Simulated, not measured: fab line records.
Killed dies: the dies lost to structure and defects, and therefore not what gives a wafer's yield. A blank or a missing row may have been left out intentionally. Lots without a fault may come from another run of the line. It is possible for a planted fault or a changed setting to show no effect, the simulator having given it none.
Split-lot experiment / flow n5_finfet / 21 wafers read across 7 lots, on a route 1938 steps long

ABOUT THE SPLIT
At N5_BEOL_M14_ILD_DEP_00 (deposits SiO2 from TEOS/O2, target thk 1119.3 nm, time 237.4 s), the setting time_s was moved away from the recipe's 237.4 s on 6 of the 21 wafers read, by -12.4% to +13.6%. For the rest of the wafers, this setting stayed at what the recipe calls for.

No step appears in the file between the split and the reading.

THE READING
M14_ILD_THK in nanometres, read at N5_BEOL_M14_THK_MEAS_01. Typical for fault-free wafers on this fab line: 1117 nm, with standard deviation 14 nm.

wafer=L076.2; tool, chamber at the split=pecvd-04, 0; time_s as run, s=237.4; against the recipe=recipe; M14_ILD_THK, nm=1105; against lot-mates on the recipe=-
wafer=L076.4; tool, chamber at the split=pecvd-04, 2; time_s as run, s=237.4; against the recipe=recipe; M14_ILD_THK, nm=1118; against lot-mates on the recipe=-
wafer=L076.5; tool, chamber at the split=pecvd-04, 2; time_s as run, s=237.4; against the recipe=recipe; M14_ILD_THK, nm=1123; against lot-mates on the recipe=-
wafer=L079.1; tool, chamber at the split=pecvd-02, 2; time_s as run, s=269.6; against the recipe=+13.6%; M14_ILD_THK, nm=1265; against lot-mates on the recipe=+148
wafer=L079.2; tool, chamber at the split=pecvd-02, 0; time_s as run, s=237.4; against the recipe=recipe; M14_ILD_THK, nm=1107; against lot-mates on the recipe=-
wafer=L079.4; tool, chamber at the split=pecvd-02, 0; time_s as run, s=237.4; against the recipe=recipe; M14_ILD_THK, nm=1128; against lot-mates on the recipe=-
wafer=L083.3; tool, chamber at the split=pecvd-01, 1; time_s as run, s=237.4; against the recipe=recipe; M14_ILD_THK, nm=1092; against lot-mates on the recipe=-
wafer=L083.4; tool, chamber at the split=pecvd-01, 2; time_s as run, s=237.4; against the recipe=recipe; M14_ILD_THK, nm=1110; against lot-mates on the recipe=-
wafer=L083.5; tool, chamber at the split=pecvd-01, 0; time_s as run, s=237.4; against the recipe=recipe; M14_ILD_THK, nm=1104; against lot-mates on the recipe=-
wafer=L088.1; tool, chamber at the split=pecvd-02, 1; time_s as run, s=207.9; against the recipe=-12.4%; M14_ILD_THK, nm=993; against lot-mates on the recipe=-138
wafer=L088.4; tool, chamber at the split=pecvd-02, 1; time_s as run, s=237.4; against the recipe=recipe; M14_ILD_THK, nm=1131; against lot-mates on the recipe=-
wafer=L088.5; tool, chamber at the split=pecvd-02, 2; time_s as run, s=207.9; against the recipe=-12.4%; M14_ILD_THK, nm=1004; against lot-mates on the recipe=-127
wafer=L089.1; tool, chamber at the split=pecvd-02, 2; time_s as run, s=221; against the recipe=-6.9%; M14_ILD_THK, nm=1041; against lot-mates on the recipe=-93
wafer=L089.2; tool, chamber at the split=pecvd-02, 1; time_s as run, s=221; against the recipe=-6.9%; M14_ILD_THK, nm=1049; against lot-mates on the recipe=-85
wafer=L089.4; tool, chamber at the split=pecvd-02, 0; time_s as run, s=237.4; against the recipe=recipe; M14_ILD_THK, nm=1134; against lot-mates on the recipe=-
wafer=L090.1; tool, chamber at the split=pecvd-01, 0; time_s as run, s=254.8; against the recipe=+7.3%; M14_ILD_THK, nm=1177; against lot-mates on the recipe=+59
wafer=L090.2; tool, chamber at the split=pecvd-01, 2; time_s as run, s=237.4; against the recipe=recipe; M14_ILD_THK, nm=1114; against lot-mates on the recipe=-
wafer=L090.5; tool, chamber at the split=pecvd-01, 0; time_s as run, s=237.4; against the recipe=recipe; M14_ILD_THK, nm=1122; against lot-mates on the recipe=-
wafer=L092.1; tool, chamber at the split=pecvd-04, 2; time_s as run, s=237.4; against the recipe=recipe; M14_ILD_THK, nm=1109; against lot-mates on the recipe=-
wafer=L092.3; tool, chamber at the split=pecvd-04, 1; time_s as run, s=237.4; against the recipe=recipe; M14_ILD_THK, nm=1107; against lot-mates on the recipe=-
wafer=L092.4; tool, chamber at the split=pecvd-04, 0; time_s as run, s=237.4; against the recipe=recipe; M14_ILD_THK, nm=1127; against lot-mates on the recipe=-

FIT RESULTS
A straight line over all 21 wafers: M14_ILD_THK changes by +9.92 nm for each +1% of time_s; r = +0.98; the points scatter about the line by 11 nm.
The same after taking each lot's own level away (the mean of its wafers on the recipe; 21 wafers): +10.8 nm for each +1%; r = +0.99; scatter 9.3 nm.
That fit puts the effect of the largest move of time_s on the reading at 1.5e+02 nm.
Measured against the standard deviation above, the lots' own levels, which go from 1102.0 to 1134.0 nm, span 2.3 times it.
The two slopes agree, so the slope changes little with the lot-to-lot level.
Check: with one of the wafers moved furthest among these (+13.6%) left out of the fit, the line predicts +142 nm for it against its lot-mates. Against them it came out at +148 nm.

ADDITIONAL SPLITS CARRIED BY THESE WAFERS
These wafers also went through other splits before the reading. Each is held against what the fit with the lots' levels taken away leaves over:
other split on the same wafers=N5_BEOL_M12_EXPOSE_07 dose_mj; wafers away from the commonest value=5; r with M14_ILD_THK (lot level and that fit taken away)=+0.10
other split on the same wafers=N5_BEOL_M13_EXPOSE_25 dose_mj; wafers away from the commonest value=9; r with M14_ILD_THK (lot level and that fit taken away)=+0.15

THE WHOLE CHAIN: every reading that the file lists as answering this split, in the file's order
step=N5_BEOL_M14_ILD_DEP_00; what it does=deposits SiO2 from TEOS/O2, target thk 1119.3 nm, time 237.4 s; reading=SiO2_of_BEOL_M14_ILD_DEP_00.thk_nm (the simulator's own value, which no gauge read); change (the file's fit)=+10.7 nm for each +1% of the setting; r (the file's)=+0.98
step=N5_BEOL_M14_THK_MEAS_01; what it does=; reading=M14_ILD_THK; change (the file's fit)=+10.7 for each +1% of the setting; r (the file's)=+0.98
step=N5_BEOL_M14_VIA_ETCH_16; what it does=etches SiO2 in C4F8/O2/Ar, target depth 1231.3 nm; reading=etch.depth_nm (the simulator's own value, which no gauge read); change (the file's fit)=+10.7 nm for each +1% of the setting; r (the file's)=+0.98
step=N5_BEOL_M14_VIA_ETCH_16; what it does=etches SiO2 in C4F8/O2/Ar, target depth 1231.3 nm; reading=coat_of_BEOL_M14_COAT_04.thk_nm (the simulator's own value, which no gauge read); change (the file's fit)=-2.53 nm for each +1% of the setting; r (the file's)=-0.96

FILE'S OWN FIT
M14_ILD_THK changes by +10.7 nm for each +1% of time_s, r = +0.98.
